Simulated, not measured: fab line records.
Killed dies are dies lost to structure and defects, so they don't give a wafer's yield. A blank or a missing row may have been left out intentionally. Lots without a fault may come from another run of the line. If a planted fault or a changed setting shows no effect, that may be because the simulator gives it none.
The tool behind it: which one? | flow nand_harc | 13 lots, 39 wafers sampled, at 5 steps of a route of 1302

WHAT THE GAUGES READ, wafer by wafer
NHARC_A_BONDPAD_CD_MEAS_13. Usual: 499.1 nm for cd_nm, sd 1.9.
lot  | measured     | on        | cd_nm (nm)        | flag
L572 | day 23 12:11 | cd_sem-01 | 496.9 498.8 497.4 |
L573 | day 23 15:12 | cd_sem-03 | 497.8 499.5 498.1 |
L575 | day 24 11:34 | cd_sem-01 | 501.8 501.7 503.0 |
L576 | day 25 05:08 | cd_sem-01 | 498.3 500.7 500.2 |
L578 | day 25 16:25 | cd_sem-02 | 501.5 500.2 498.2 |
L580 | day 26 20:20 | cd_sem-02 | 497.6 497.8 500.3 |
L581 | day 26 21:35 | cd_sem-01 | 499.8 499.1 502.0 |
L583 | day 27 09:06 | cd_sem-02 | 499.3 497.7 498.0 |
L582 | day 27 11:06 | cd_sem-02 | 499.1 497.6 499.4 |
L588 | day 29 15:03 | cd_sem-03 | 496.1 497.8 495.1 |
L593 | day 31 13:51 | cd_sem-01 | 498.4 501.7 500.2 |
L592 | day 31 19:08 | cd_sem-01 | 498.6 497.1 495.8 |
L594 | day 32 09:19 | cd_sem-01 | 498.0 499.3 499.1 |

NHARC_END_SORT_01. Usual: for defect_limited_yield, 90.3 % with a standard deviation of 3; for killed_at_array, 60 with a standard deviation of 21; for killed_at_other, 1.0 with a standard deviation of 1.2; for killed_at_periphery, 4.2 with a standard deviation of 2.8; for killed_dies, 65 with a standard deviation of 20; for killed_open, 3.1 with a standard deviation of 1.8; for killed_short, 2.6 with a standard deviation of 1.6.
lot  | measured     | on        | defect_limited_yield (%) | killed_at_array | killed_at_other | killed_at_periphery | killed_dies | killed_open | killed_short | flag
L583 | day 28 17:43 | prober-01 | 88.8 79.6 81.1           | 73 58 54        | 0 80 74         | 3 0 0               | 76 138 128  | 2 1 1       | 4 2 2        | OFF
L582 | day 28 14:43 | prober-02 | 83.2 83.0 92.2           | 34 35 41        | 73 71 1         | 7 9 11              | 114 115 53  | 3 5 3       | 3 0 5        | OFF

TOOL THAT RAN EACH LOT (tool first, then ch and the chambers of the sampled wafers, then the start)
lot  | NHARC_A_BONDPAD_ETCH_24                       | NHARC_A_BONDPAD_PRE_CLEAN_26            | NHARC_THIN_TSV_STRIP_45
L572 | rie_diel-10 ch 0,1,3, day 24 03:55 or earlier | pvd_sputter-01, day 24 03:55 or earlier | plasma_asher-02 ch 0,1, day 24 03:55
L573 | rie_diel-09 ch 1,2, day 24 05:19 or earlier   | pvd_sputter-03, day 24 05:19 or earlier | plasma_asher-01 ch 0,1, day 24 05:19
L575 | rie_diel-09 ch 1,2,3, day 25 02:50 or earlier | pvd_sputter-02, day 25 02:50 or earlier | plasma_asher-01 ch 0,1, day 25 02:50
L576 | rie_diel-09 ch 0,2, day 25 21:22 or earlier   | pvd_sputter-01, day 25 21:22 or earlier | plasma_asher-02 ch 0, day 25 21:22
L578 | rie_diel-10 ch 0,1,3, day 26 08:17 or earlier | pvd_sputter-01, day 26 08:17 or earlier | plasma_asher-01 ch 0,1, day 26 08:17
L580 | rie_diel-09 ch 1,3, day 27 10:37 or earlier   | pvd_sputter-01, day 27 10:37 or earlier | plasma_asher-01 ch 0,1, day 27 10:37
L581 | rie_diel-10 ch 1,2,3, day 27 12:50 or earlier | pvd_sputter-01, day 27 12:50 or earlier | plasma_asher-01 ch 0,1, day 27 12:50
L583 | rie_diel-09 ch 0,1, day 28 00:44 or earlier   | pvd_sputter-03, day 28 00:44 or earlier | plasma_asher-01 ch 0,1, day 28 00:44
L582 | rie_diel-10 ch 0,3, day 28 01:49 or earlier   | pvd_sputter-02, day 28 01:49 or earlier | plasma_asher-01 ch 0,1, day 28 01:49
L588 | rie_diel-10 ch 2,3, day 30 11:16 or earlier   | pvd_sputter-03, day 30 11:16 or earlier | plasma_asher-02 ch 0, day 30 11:16
L593 | rie_diel-04 ch 0,1,3, day 32 13:38 or earlier | pvd_sputter-03, day 32 13:38 or earlier | plasma_asher-01 ch 0,1, day 32 13:38
L592 | rie_diel-10 ch 0,3, day 32 14:50 or earlier   | pvd_sputter-03, day 32 14:50 or earlier | plasma_asher-01 ch 0,1, day 32 14:50
L594 | rie_diel-09 ch 0,1,3, day 33 01:24 or earlier | pvd_sputter-03, day 33 01:24 or earlier | plasma_asher-01 ch 0,1, day 33 01:24
- NHARC_A_BONDPAD_ETCH_24: etches the open film in CF4/N2, target depth 30 nm, time 72.99 s.
- NHARC_A_BONDPAD_PRE_CLEAN_26: time 30 s.
- NHARC_THIN_TSV_STRIP_45: strips in O2.

WHAT THE TOOLS THEMSELVES READ (means of the sampled wafers that have a number; where no wafer has one, the mark that the record gives instead)
NHARC_A_BONDPAD_ETCH_24. Usual: drypump_motor_current_A 5.8 A, standard deviation 0.61; oes_product_au 0.999 a.u., standard deviation 0.007; rf_vpp_V 315.2 V, standard deviation 1.9; showerhead_plenum_p_Torr 2.68 Torr, standard deviation 0.1; throttle_valve_pct 19.793 %, standard deviation 0.0098.
lot  | tool        | drypump_motor_current_A (A) | oes_product_au (a.u.) | rf_vpp_V (V) | showerhead_plenum_p_Torr (Torr) | throttle_valve_pct (%) | flag
L572 | rie_diel-10 | 5.6                         | 1.001                 | 316.9        | 2.73                            | 19.802                 |
L573 | rie_diel-09 | 5.6                         | 0.996                 | 313.2        | 2.57                            | 19.801                 |
L575 | rie_diel-09 | 5.7                         | 0.997                 | 314.4        | 2.62                            | 19.796                 |
L576 | rie_diel-09 | 5.9                         | 0.996                 | 314.8        | 2.67                            | 19.803                 |
L578 | rie_diel-10 | 5.6                         | 0.996                 | 316.3        | 2.73                            | 19.792                 |
L580 | rie_diel-09 | 6.2                         | 1.002                 | 314.6        | 2.61                            | 19.787                 |
L581 | rie_diel-10 | 5.5                         | 0.995                 | 316.7        | 2.79                            | 19.792                 |
L583 | rie_diel-09 | 6.5                         | 1.001                 | 314.3        | 2.61                            | 19.791                 |
L582 | rie_diel-10 | 6.1                         | 1.001                 | 314.2        | 2.64                            | 19.793                 |
L588 | rie_diel-10 | 5.8                         | 1.000                 | 317.5        | 2.78                            | 19.801                 |
L593 | rie_diel-04 | 5.3                         | 1.007                 | 312.8        | 2.57                            | 19.798                 |
L592 | rie_diel-10 | 5.9                         | 1.006                 | 315.6        | 2.73                            | 19.792                 |
L594 | rie_diel-09 | 6.2                         | 0.991                 | 315.3        | 2.65                            | 19.794                 |

NHARC_A_BONDPAD_PRE_CLEAN_26. Usual: 424 W for heater_power_w, sd 50.
lot  | tool           | heater_power_w (W) | flag
L572 | pvd_sputter-01 | 407                |
L573 | pvd_sputter-03 | 429                |
L575 | pvd_sputter-02 | 345                |
L576 | pvd_sputter-01 | 435                |
L578 | pvd_sputter-01 | 441                |
L580 | pvd_sputter-01 | 428                |
L581 | pvd_sputter-01 | 480                |
L583 | pvd_sputter-03 | 415                |
L582 | pvd_sputter-02 | 381                |
L588 | pvd_sputter-03 | 444                |
L593 | pvd_sputter-03 | 415                |
L592 | pvd_sputter-03 | 423                |
L594 | pvd_sputter-03 | 417                |

NHARC_THIN_TSV_STRIP_45. Usual: drypump_motor_current_A 5.42 A, standard deviation 0.29; heater_power_w 349 W, standard deviation 21.
lot  | tool            | drypump_motor_current_A (A) | heater_power_w (W) | flag
L572 | plasma_asher-02 | 5.84                        | 329                |
L573 | plasma_asher-01 | 5.20                        | 344                |
L575 | plasma_asher-01 | 5.20                        | 350                |
L576 | plasma_asher-02 | 5.78                        | 313                |
L578 | plasma_asher-01 | 5.21                        | 353                |
L580 | plasma_asher-01 | 5.29                        | 361                |
L581 | plasma_asher-01 | 5.27                        | 360                |
L583 | plasma_asher-01 | 5.29                        | 358                |
L582 | plasma_asher-01 | 5.26                        | 363                |
L588 | plasma_asher-02 | 5.77                        | 329                |
L593 | plasma_asher-01 | 5.27                        | 363                |
L592 | plasma_asher-01 | 5.26                        | 372                |
L594 | plasma_asher-01 | 5.28                        | 370                |

THE ANSWER, worked out from the rows above alone
Rule: a lot counts as off when the mean over its wafers that have a number is more than 3 standard deviations away from the usual mean. Also off: a lot with no number at a reading for which 4 or more lots have one. All remaining lots with rows at the step are treated as sound. Order of review: gauges by route order, followed by the tools' own readings, for which a lot's mean as printed above is used. The first step at which some lot is off is used, and at that step the reading that is off furthest; a lot without a number counts as furthest.
Off, at NHARC_END_SORT_01 on killed_at_other: L583, L582. Neither off nor sound, because the step has no rows for them: L572, L573, L575, L576, L578, L580, L581, L588, L593, L592, L594.
A tool fits if, at a process step before that reading, it ran every lot that is off, and no sound lot after the first of them. Those tools and the gauges at NHARC_END_SORT_01 are tried in the same way. With no start given for some of its lots, NHARC_A_BONDPAD_ETCH_24 uses the hours and lot order of NHARC_THIN_TSV_STRIP_45. With no start given for some of its lots, NHARC_A_BONDPAD_PRE_CLEAN_26 uses the hours and lot order of NHARC_THIN_TSV_STRIP_45. One candidate fits, namely plasma_asher-01 at NHARC_THIN_TSV_STRIP_45. It ran no sound lot before its first lot that is off in this sample, so the start can't be narrowed down.

WHAT WAS PUT IN BY THE SIMULATOR
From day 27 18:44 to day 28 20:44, plasma_asher-01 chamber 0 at NHARC_THIN_TSV_STRIP_45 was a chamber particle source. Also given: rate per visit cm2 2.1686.
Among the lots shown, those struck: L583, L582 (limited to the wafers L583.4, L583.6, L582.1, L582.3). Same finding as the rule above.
